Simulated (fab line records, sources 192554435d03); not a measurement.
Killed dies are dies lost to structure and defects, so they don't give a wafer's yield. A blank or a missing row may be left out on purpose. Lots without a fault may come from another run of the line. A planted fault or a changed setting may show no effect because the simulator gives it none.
fab line records | flow n5_finfet | part 1 of 2: steps 1 to 4 of 6
record lots=21 wafers=63 last_day=18
route steps=1938 shown FIN_SAQP@134 FIN_CUT@172 DUMMY_GATE@214
lots that met no fault: from a run of the same line without faults
start_h: hours from the record's first day to the start of the lot's first wafer shown | wait_h: hours since the lot's step before | " the same as in the row above | L1.1+2: a row that stands for several wafers | - no value, or no start given | * or withheld: withheld | < > ~ a bound
route shown NAME@n: a module of which the file shows steps, and the number in the route of the first | usual: mean/standard deviation of fault-free wafers | same: alike in all rows | chamber/n: place in a boat | sites: the reading at each site | _std_site: their standard deviation | _edge_site: outer sites' mean less inner sites' | radius_mm: how far each site lies from the wafer's centre | mask NAME#n: copy n | behind: the tool/chamber that last shaped the wafer | hold: why the lot was held/for how many hours/how that ended | device: the transistor (n, p or np) that didn't switch | end of line: the same wafers' tests at the end of the route | a step without rows: its recipe alone | killed: dies lost to structure and defects at the first sort, not the wafer's yield | map: a wafer's dies, x killed, . not, _ none there
set.NAME: the setting as run; set.NAME@STEP: as run at that earlier step | model.NAME: the simulator's own value behind a step, which no gauge read
steps of the route over a sample of lots; a table a step, a row a wafer
services: from which hour (start_h, from the record's first day; less than 0 if before it) a tool's chamber was out of use, for how many hours, and why
## steps
# step N5_FIN_SAQP_ETCH_69
# recipe chemistry=N2/H2 target=SOC target_depth_a=1500 stop_on=SiNx ion_energy_ev=100 bias_w=61 pressure_mtorr=30 source_w=850 n2_flow_sccm=200 h2_flow_sccm=200
# usual drypump_motor_current_A=5.6/0.5 oes_product_au=0.81/0.076 rf_vpp_V=240.9/1.3 showerhead_plenum_p_Torr=2.56/0.081 throttle_valve_pct=17.75/0.29
# columns lot.wafer tool chamber start_h wait_h drypump_motor_current_A oes_product_au rf_hours_counter_h rf_vpp_V showerhead_plenum_p_Torr throttle_valve_pct
L074.4 rie_diel-02 3 24.77 - 5.4 0.81 88 241.1 2.68 17.69
L074.5 " 3 " " 5.4 0.82 - 242.0 2.68 17.69
L074.6 " 0 " " 5.4 0.77 - 240.0 2.56 17.90
L075.2 rie_diel-03 0 31.55 - 5.5 0.93 12 242.4 2.71 17.14
L075.4 " 1 " " 6.1 0.68 242 241.7 2.61 17.89
L075.6 " 0 " " 5.5 0.92 - 242.6 2.71 17.13
L077.1 rie_diel-02 2 45.47 - 5.1 0.69 240 239.6 2.51 18.47
L077.2 " 3 " " 5.4 0.80 99 243.0 2.67 17.71
L077.5 " 2 " " 5.1 0.70 - 240.3 2.51 18.47
L078.2 rie_diel-03 0 51.39 - 5.4 0.90 21 242.8 2.71 17.13
L078.5 " 2 " " 5.6 0.68 - 241.9 2.60 17.62
L078.6 " 3 " " 6.0 0.79 - 241.1 2.56 17.62
L079.3 rie_diel-06 0 61.35 - 6.3 0.94 3 239.8 2.50 17.70
L079.4 " 2 " " 5.4 0.85 57 239.8 2.47 17.56
L079.5 " 2 " " 5.4 0.84 - 239.6 2.47 17.58
L080.2 rie_diel-03 0 65.91 - 5.5 0.89 31 241.5 2.70 17.17
L080.5 " 3 " " 6.0 0.79 - 240.3 2.56 17.63
L080.6 " 0 " " 5.5 0.89 - 242.9 2.70 17.16
L081.2 rie_diel-02 2 72.31 - 5.1 0.69 254 239.7 2.51 18.48
L081.4 " 0 " " 5.4 0.75 - 241.1 2.56 17.95
L081.5 " 2 " " 5.1 0.69 - 239.9 2.51 18.50
L082.1 rie_diel-02 0 74.93 - 5.4 0.75 117 239.7 2.56 17.94
L082.3 " 1 " " 5.1 0.95 0 241.0 2.50 17.79
L082.5 " 1 " " 5.0 0.95 - 239.5 2.50 17.77
L084.2 rie_diel-03 1 84.58 - 6.1 0.94 8 240.4 2.61 17.47
L084.4 " 3 " " 6.0 0.77 - 242.8 2.56 17.65
L084.6 " 0 " " 5.5 0.86 - 243.4 2.70 17.18
L085.1 rie_diel-06 0 90.48 - 6.3 0.90 14 240.0 2.49 17.72
L085.2 " 2 " " 5.4 0.84 67 239.2 2.47 17.60
L085.6 " 1 " " 4.8 0.75 - 239.5 2.43 17.80
L086.3 rie_diel-02 0 96.23 - 5.4 0.74 126 241.1 2.55 17.96
L086.4 " 1 " " 5.0 0.89 - 240.0 2.50 17.80
L086.5 " 3 " " 5.4 0.78 - 241.4 2.66 17.74
L087.3 rie_diel-02 1 103.03 - 5.1 0.88 12 238.7 2.50 17.80
L087.4 " 0 " " 5.4 0.73 129 242.5 2.55 17.95
L087.5 " 1 " " 5.1 0.89 - 240.7 2.50 17.77
L088.2 rie_diel-03 1 110.63 - 6.1 0.91 21 241.1 2.60 17.49
L088.4 " 3 " " 6.0 0.77 111 241.1 2.55 17.66
L088.5 " 0 " " 5.5 0.84 - 242.6 2.69 17.20
L089.2 rie_diel-02 2 118.36 - 5.1 0.94 8 239.7 2.50 18.04
L089.3 " 3 " " 5.4 0.77 127 242.6 2.66 17.76
L089.5 " 0 " " 5.4 0.73 - 241.7 2.55 17.99
L090.3 rie_diel-03 0 122.55 - 5.5 0.85 58 243.0 2.69 17.21
L090.4 " 3 " " 6.0 0.76 116 241.7 2.55 17.67
L090.5 " 1 " " 6.2 0.90 - 240.8 2.60 17.50
L091.1 rie_diel-02 2 126.86 - 5.1 0.94 11 238.9 2.50 18.05
L091.2 " 0 " " 5.4 0.72 139 240.3 2.55 18.00
L091.3 " 1 " " 5.1 0.86 24 239.6 2.49 17.82
L092.1 rie_diel-06 3 133.28 - 6.6 0.80 77 241.4 2.58 18.04
L092.2 " 1 " " 4.8 0.75 148 239.2 2.42 17.82
L092.3 " 2 " " 5.5 0.82 80 239.3 2.46 17.62
L093.2 rie_diel-03 0 140.82 - 5.5 0.83 63 242.9 2.69 17.23
L093.3 " 2 " " 5.6 0.88 20 242.1 2.59 17.26
L093.4 " 1 " " 6.2 0.88 32 242.5 2.60 17.50
L094.1 rie_diel-06 2 147.02 - 5.4 0.81 85 239.8 2.46 17.62
L094.5 " 1 " " 4.9 0.74 - 240.1 2.42 17.83
L094.6 " 0 " " 6.2 0.88 - 240.9 2.48 17.73
L096.1 rie_diel-06 0 158.31 - 6.2 0.87 32 239.8 2.48 17.74
L096.2 " 3 " " 6.6 0.80 85 241.7 2.58 18.04
L096.4 " 1 " " 4.8 0.74 157 240.4 2.42 17.83
L097.2 rie_diel-06 2 163.50 - 5.5 0.81 90 240.1 2.46 17.62
L097.4 " 1 " " 4.8 0.74 - 239.1 2.42 17.84
L097.5 " 2 " " 5.4 0.81 - 239.6 2.46 17.61
# step N5_FIN_SAQP_RECESS_71
# recipe chemistry=HF/NH3 target=SiO2 target_depth_a=30 afs_cycles=1 temp_c=30 sublimation_temp_c=180 sublimation_time_s=60
# usual drypump_motor_current_A=5.58/0.21 foreline_p_Torr=0.1279/0.00043
# same afs_cycles=1
# columns lot.wafer tool chamber start_h wait_h drypump_motor_current_A foreline_p_Torr
L074.4 vapor_etch-02 0 25.05 0.2 5.68 0.1281
L074.5 " 0 " " 5.69 0.1281
L074.6 " 0 " " 5.68 0.1282
L075.2 vapor_etch-02 0 31.71 0.0 5.69 0.1279
L075.4 " 0 " " 5.67 0.1278
L075.6 " 0 " " 5.67 0.1283
L077.1 vapor_etch-01 0 45.63 0.0 5.96 0.1276
L077.2 " 1 " " 5.33 0.1275
L077.5 " 1 " " 5.30 0.1282
L078.2 vapor_etch-02 0 51.55 0.0 5.70 0.1278
L078.5 " 1 " " 5.41 0.1276
L078.6 " 0 " " 5.70 0.1278
L079.3 vapor_etch-01 1 61.59 0.1 5.36 0.1284
L079.4 " 1 " " 5.31 0.1282
L079.5 " 1 " " 5.32 0.1282
L080.2 vapor_etch-02 1 66.07 0.0 5.44 0.1278
L080.5 " 1 " " 5.43 0.1266
L080.6 " 0 " " 5.69 0.1283
L081.2 vapor_etch-02 0 72.61 0.2 5.68 0.1272
L081.4 " 1 " " 5.44 0.1277
L081.5 " 0 " " 5.67 0.1278
L082.1 vapor_etch-01 0 75.09 0.0 5.93 0.1275
L082.3 " 0 " " 5.95 0.1273
L082.5 " 1 " " 5.36 0.1281
L084.2 vapor_etch-02 1 84.74 0.0 5.42 0.1286
L084.4 " 1 " " 5.43 0.1273
L084.6 " 0 " " 5.70 0.1278
L085.1 vapor_etch-01 1 90.65 0.0 5.38 0.1280
L085.2 " 0 " " 5.92 0.1283
L085.6 " 0 " " 5.93 0.1282
L086.3 vapor_etch-02 1 96.44 0.1 5.42 0.1292
L086.4 " 0 " " 5.71 0.1276
L086.5 " 1 " " 5.42 0.1292
L087.3 vapor_etch-01 0 103.24 0.1 5.91 0.1278
L087.4 " 1 " " 5.32 0.1281
L087.5 " 0 " " 5.91 0.1282
L088.2 vapor_etch-01 1 110.79 0.0 5.32 0.1280
L088.4 " 0 " " 5.93 0.1279
L088.5 " 1 " " 5.34 0.1284
L089.2 vapor_etch-01 1 118.52 0.0 5.35 0.1278
L089.3 " 0 " " 5.94 0.1279
L089.5 " 1 " " 5.33 0.1280
L090.3 vapor_etch-02 0 122.75 0.1 5.68 0.1276
L090.4 " 1 " " 5.39 0.1278
L090.5 " 0 " " 5.69 0.1281
L091.1 vapor_etch-02 1 127.02 0.0 5.45 0.1277
L091.2 " 0 " " 5.69 0.1280
L091.3 " 0 " " 5.68 0.1280
L092.1 vapor_etch-02 1 133.44 0.0 5.42 0.1284
L092.2 " 0 " " 5.68 0.1281
L092.3 " 0 " " 5.69 0.1278
L093.2 vapor_etch-02 0 140.98 0.0 5.68 0.1279
L093.3 " 0 " " 5.69 0.1282
L093.4 " 1 " " 5.45 0.1284
L094.1 vapor_etch-02 1 147.18 0.0 5.43 0.1279
L094.5 " 0 " " 5.68 0.1283
L094.6 " 1 " " 5.44 0.1274
L096.1 vapor_etch-02 0 158.47 0.0 5.69 0.1283
L096.2 " 1 " " 5.43 0.1276
L096.4 " 1 " " 5.43 0.1263
L097.2 vapor_etch-02 0 163.66 0.0 5.67 0.1279
L097.4 " 1 " " 5.43 0.1280
L097.5 " 1 " " 5.44 0.1270
# step N5_FIN_SAQP_SPACER2_ETCHBACK_29
# recipe chemistry=CHF3/O2 mode=anisotropic_etchback target=SiO2 target_depth_a=122 time_s=6.1 pressure_mtorr=30 source_w=650 bias_w=170 Ar_flow_sccm=200 CHF3_flow_sccm=50 O2_flow_sccm=5 ion_energy_ev=200
# usual drypump_motor_current_A=5.5/0.43 oes_f_703_au=0.81/0.077 oes_o_777_au=0.81/0.077 oes_product_au=0.81/0.08 rf_vpp_V=522/11 showerhead_plenum_p_Torr=2.44/0.062 throttle_valve_pct=18.88/0.29
# columns lot.wafer tool chamber start_h wait_h drypump_motor_current_A oes_f_703_au oes_o_777_au oes_product_au rf_hours_counter_h rf_vpp_V showerhead_plenum_p_Torr throttle_valve_pct
L074.4 rie_diel-02 3 25.54 0.2 5.4 0.81 0.82 0.82 89 521 2.53 18.85
L074.5 " 3 " " 5.4 0.82 0.83 0.83 - 520 2.53 18.85
L074.6 " 2 " " 5.1 0.73 0.72 0.71 - 503 2.38 19.39
L075.2 rie_diel-03 1 32.18 0.2 6.2 0.66 0.69 0.68 243 543 2.48 19.01
L075.4 " 2 " " 5.6 0.70 0.69 0.69 242 520 2.48 18.85
L075.6 " 1 " " 6.2 0.66 0.68 0.69 - 542 2.48 19.01
L077.1 rie_diel-02 2 46.13 0.2 5.1 0.72 0.71 0.69 240 504 2.38 19.43
L077.2 " 0 " " 5.4 0.75 0.75 0.76 110 521 2.43 19.04
L077.5 " 0 " " 5.4 0.76 0.75 0.76 - 522 2.43 19.04
L078.2 rie_diel-02 2 52.46 0.6 5.1 0.71 0.70 0.69 243 503 2.38 19.44
L078.5 " 0 " " 5.4 0.74 0.74 0.75 - 521 2.43 19.04
L078.6 " 2 " " 5.1 0.72 0.71 0.69 - 505 2.38 19.43
L079.3 rie_diel-02 2 62.14 0.2 5.1 0.71 0.70 0.69 - 503 2.38 19.44
L079.4 " 3 " " 5.4 0.79 0.81 0.81 - 519 2.52 18.89
L079.5 " 2 " " 5.1 0.71 0.70 0.69 - 504 2.38 19.42
L080.2 rie_diel-03 0 66.74 0.2 5.4 0.90 0.90 0.88 31 535 2.54 18.27
L080.5 " 3 " " 6.0 0.78 0.77 0.79 - 519 2.43 18.59
L080.6 " 2 " " 5.6 0.68 0.68 0.68 - 521 2.47 18.88
L081.2 rie_diel-06 3 73.22 0.2 6.6 0.85 0.85 0.83 58 526 2.45 19.01
L081.4 " 2 " " 5.4 0.84 0.85 0.85 62 525 2.36 18.85
L081.5 " 2 " " 5.5 0.83 0.84 0.84 - 523 2.36 18.84
L082.1 rie_diel-02 1 75.56 0.2 5.0 0.92 0.93 0.95 0 524 2.40 18.97
L082.3 " 0 " " 5.4 0.74 0.74 0.75 117 521 2.43 19.05
L082.5 " 1 " " 5.0 0.93 0.94 0.96 - 523 2.40 18.96
L084.2 rie_diel-03 3 85.43 0.4 6.0 0.77 0.77 0.79 103 520 2.42 18.60
L084.4 " 0 " " 5.5 0.89 0.88 0.88 - 535 2.54 18.30
L084.6 " 1 " " 6.1 0.94 0.95 0.96 - 543 2.48 18.61
L085.1 rie_diel-06 0 91.50 0.2 6.2 0.91 0.91 0.92 14 515 2.38 19.01
L085.2 " 1 " " 4.8 0.76 0.78 0.76 136 541 2.32 18.96
L085.6 " 0 " " 6.3 0.92 0.89 0.92 - 517 2.38 18.99
L086.3 rie_diel-03 1 96.87 0.2 6.1 0.92 0.94 0.95 15 543 2.47 18.62
L086.4 " 0 " " 5.4 0.88 0.87 0.88 46 533 2.54 18.30
L086.5 " 0 " " 5.4 0.88 0.87 0.88 - 535 2.54 18.29
L087.3 rie_diel-02 1 104.40 0.9 5.1 0.88 0.88 0.89 13 524 2.39 19.01
L087.4 " 2 " " 5.1 1.01 0.99 0.99 1 503 2.37 19.02
L087.5 " 0 " " 5.4 0.74 0.73 0.74 - 521 2.42 19.09
L088.2 rie_diel-03 1 111.65 0.3 6.2 0.91 0.92 0.94 22 543 2.47 18.62
L088.4 " 0 " " 5.5 0.87 0.87 0.87 53 532 2.53 18.31
L088.5 " 3 " " 6.0 0.76 0.76 0.79 - 520 2.42 18.63
L089.2 rie_diel-03 2 119.32 0.2 5.6 0.90 0.90 0.92 13 519 2.47 18.51
L089.3 " 3 " " 6.0 0.77 0.75 0.78 115 519 2.42 18.62
L089.5 " 0 " " 5.5 0.85 0.85 0.85 - 534 2.53 18.32
L090.3 rie_diel-02 3 123.32 0.2 5.4 0.78 0.79 0.79 129 519 2.51 18.93
L090.4 " 1 " " 5.1 0.85 0.85 0.88 23 524 2.39 19.01
L090.5 " 0 " " 5.4 0.72 0.73 0.73 - 520 2.42 19.08
L091.1 rie_diel-02 0 127.51 0.2 5.4 0.73 0.72 0.73 139 520 2.42 19.07
L091.2 " 2 " " 5.1 0.96 0.94 0.95 11 504 2.37 19.02
L091.3 " 3 " " 5.4 0.77 0.79 0.79 131 519 2.51 18.92
L092.1 rie_diel-03 3 133.91 0.2 6.0 0.76 0.74 0.77 121 520 2.42 18.62
L092.2 " 2 " " 5.6 0.89 0.88 0.91 18 519 2.47 18.50
L092.3 " 1 " " 6.1 0.89 0.91 0.90 30 543 2.47 18.64
L093.2 rie_diel-03 0 142.73 0.2 5.5 0.85 0.85 0.83 64 533 2.53 18.31
L093.3 " 2 " " 5.6 0.87 0.88 0.90 20 520 2.47 18.52
L093.4 " 1 " " 6.1 0.89 0.89 0.90 32 543 2.47 18.65
L094.1 rie_diel-02 1 147.65 0.2 5.1 0.84 0.84 0.86 30 523 2.39 19.02
L094.5 " 0 " " 5.4 0.73 0.72 0.74 - 521 2.42 19.08
L094.6 " 1 " " 5.1 0.84 0.84 0.86 - 524 2.39 19.02
L096.1 rie_diel-02 2 159.51 0.2 5.1 0.93 0.91 0.91 22 504 2.36 19.05
L096.2 " 3 " " 5.4 0.76 0.77 0.77 140 519 2.51 18.95
L096.4 " 1 " " 5.1 0.83 0.83 0.85 35 525 2.38 19.03
L097.2 rie_diel-06 2 164.13 0.2 5.4 0.80 0.81 0.82 90 524 2.35 18.89
L097.4 " 1 " " 4.8 0.74 0.76 0.75 - 539 2.31 18.99
L097.5 " 2 " " 5.4 0.81 0.82 0.82 - 525 2.35 18.89
# step N5_FIN_SAQP_STRIP_77
# recipe chemistry=N2/H2 time_s=90 power_w=100 temp_c=40 pressure_mtorr=100 rf_frequency_hz=6e+07 bias_power_w=3 n2_flow_sccm=300 h2_flow_sccm=300
# usual drypump_motor_current_A=5.7/0.51 oes_product_au=0.82/0.081 rf_vpp_V=45.3/0.82 showerhead_plenum_p_Torr=3.40/0.1 throttle_valve_pct=12.07/0.27
# columns lot.wafer tool chamber start_h wait_h drypump_motor_current_A oes_product_au rf_hours_counter_h rf_vpp_V showerhead_plenum_p_Torr throttle_valve_pct
L074.4 rie_diel-03 2 25.99 0.0 5.6 0.69 239 45.5 3.46 12.16
L074.5 " 1 " " 6.2 0.69 - 45.7 3.47 12.39
L074.6 " 0 " " 5.5 0.95 - 45.5 3.59 11.48
L075.2 rie_diel-03 3 32.51 0.0 6.0 0.83 74 44.8 3.41 11.97
L075.4 " 2 " " 5.6 0.69 242 45.3 3.46 12.18
L075.6 " 3 " " 6.0 0.83 - 44.1 3.41 11.98
L077.1 rie_diel-03 1 46.49 0.0 6.2 0.69 250 43.6 3.46 12.40
L077.2 " 0 " " 5.5 0.92 18 45.1 3.58 11.53
L077.5 " 0 " " 5.5 0.92 - 44.4 3.58 11.55
L078.2 rie_diel-03 3 53.11 0.0 6.0 0.81 84 44.9 3.40 11.99
L078.5 " 0 " " 5.5 0.91 - 45.6 3.58 11.53
L078.6 " 2 " " 5.6 0.69 - 46.1 3.45 12.22
L079.3 rie_diel-03 0 62.49 0.0 5.5 0.90 29 46.2 3.58 11.55
L079.4 " 2 " " 5.6 0.67 - 45.0 3.44 12.24
L079.5 " 0 " " 5.5 0.89 - 45.3 3.58 11.54
L080.2 rie_diel-03 3 67.08 0.0 6.0 0.79 94 45.5 3.40 12.02
L080.5 " 0 " " 5.5 0.89 - 46.3 3.58 11.55
L080.6 " 3 " " 6.0 0.80 - 44.0 3.40 12.01
L081.2 rie_diel-02 2 73.55 0.0 5.1 0.68 254 45.6 3.33 12.87
L081.4 " 0 " " 5.4 0.76 - 44.6 3.39 12.33
L081.5 " 3 " " 5.4 0.81 - 44.8 3.54 12.12
L082.1 rie_diel-02 0 75.90 0.0 5.4 0.76 117 44.0 3.39 12.33
L082.3 " 3 " " 5.4 0.81 108 44.1 3.53 12.12
L082.5 " 1 " " 5.1 0.97 - 44.0 3.32 12.07
L084.2 rie_diel-06 1 85.76 0.0 4.9 0.76 133 46.3 3.24 12.24
L084.4 " 2 " " 5.4 0.85 66 45.1 3.28 11.95
L084.6 " 1 " " 4.8 0.76 - 46.9 3.24 12.21
L085.1 rie_diel-06 3 91.83 0.0 6.6 0.82 65 44.5 3.43 12.28
L085.2 " 2 " " 5.4 0.84 68 44.6 3.28 11.95
L085.6 " 0 " " 6.2 0.92 - 43.3 3.31 11.98
L086.3 rie_diel-06 0 97.20 0.0 6.3 0.92 16 45.9 3.31 11.98
L086.4 " 2 " " 5.5 0.84 70 44.4 3.28 11.94
L086.5 " 2 " " 5.5 0.85 - 44.9 3.28 11.97
L087.3 rie_diel-03 1 105.22 0.0 6.2 0.95 18 45.7 3.45 11.81
L087.4 " 3 " " 6.0 0.78 109 46.4 3.39 12.05
L087.5 " 0 " " 5.5 0.87 - 44.6 3.57 11.61
L088.2 rie_diel-02 1 112.03 0.0 5.1 0.89 18 45.5 3.32 12.11
L088.4 " 0 " " 5.4 0.74 134 46.6 3.38 12.37
L088.5 " 2 " " 5.1 0.96 - 46.1 3.33 12.22
L089.2 rie_diel-06 2 119.76 0.0 5.5 0.85 73 44.6 3.28 11.97
L089.3 " 3 " " 6.6 0.81 69 46.3 3.43 12.29
L089.5 " 3 " " 6.6 0.82 - 45.1 3.43 12.29
L090.3 rie_diel-06 3 123.66 0.0 6.6 0.82 71 44.2 3.43 12.29
L090.4 " 0 " " 6.3 0.89 21 45.6 3.31 12.00
L090.5 " 2 " " 5.4 0.83 - 44.8 3.28 11.98
L091.1 rie_diel-06 0 128.03 0.0 6.2 0.89 23 45.7 3.30 12.00
L091.2 " 2 " " 5.4 0.84 77 43.7 3.28 11.98
L091.3 " 3 " " 6.6 0.81 74 45.0 3.43 12.30
L092.1 rie_diel-03 1 134.25 0.0 6.2 0.91 30 44.7 3.45 11.85
L092.2 " 3 " " 6.0 0.78 121 46.0 3.38 12.08
L092.3 " 2 " " 5.6 0.91 18 44.0 3.43 11.62
L093.2 rie_diel-02 0 143.07 0.0 5.4 0.73 144 45.6 3.38 12.40
L093.3 " 1 " " 5.1 0.88 29 45.5 3.31 12.14
L093.4 " 3 " " 5.4 0.78 135 44.4 3.52 12.20
L094.1 rie_diel-06 0 148.02 0.0 6.3 0.88 30 43.8 3.30 12.02
L094.5 " 3 " " 6.6 0.79 - 44.8 3.42 12.32
L094.6 " 0 " " 6.3 0.88 - 46.3 3.30 12.03
L096.1 rie_diel-06 0 159.85 0.0 6.2 0.88 33 45.9 3.30 12.02
L096.2 " 3 " " 6.6 0.80 85 45.0 3.42 12.34
L096.4 " 1 " " 4.8 0.74 158 44.9 3.22 12.30
L097.2 rie_diel-02 0 164.57 0.0 5.4 0.72 152 45.3 3.37 12.41
L097.4 " 3 " " 5.4 0.77 - 46.4 3.52 12.21
L097.5 " 2 " " 5.1 0.91 - 45.7 3.32 12.28
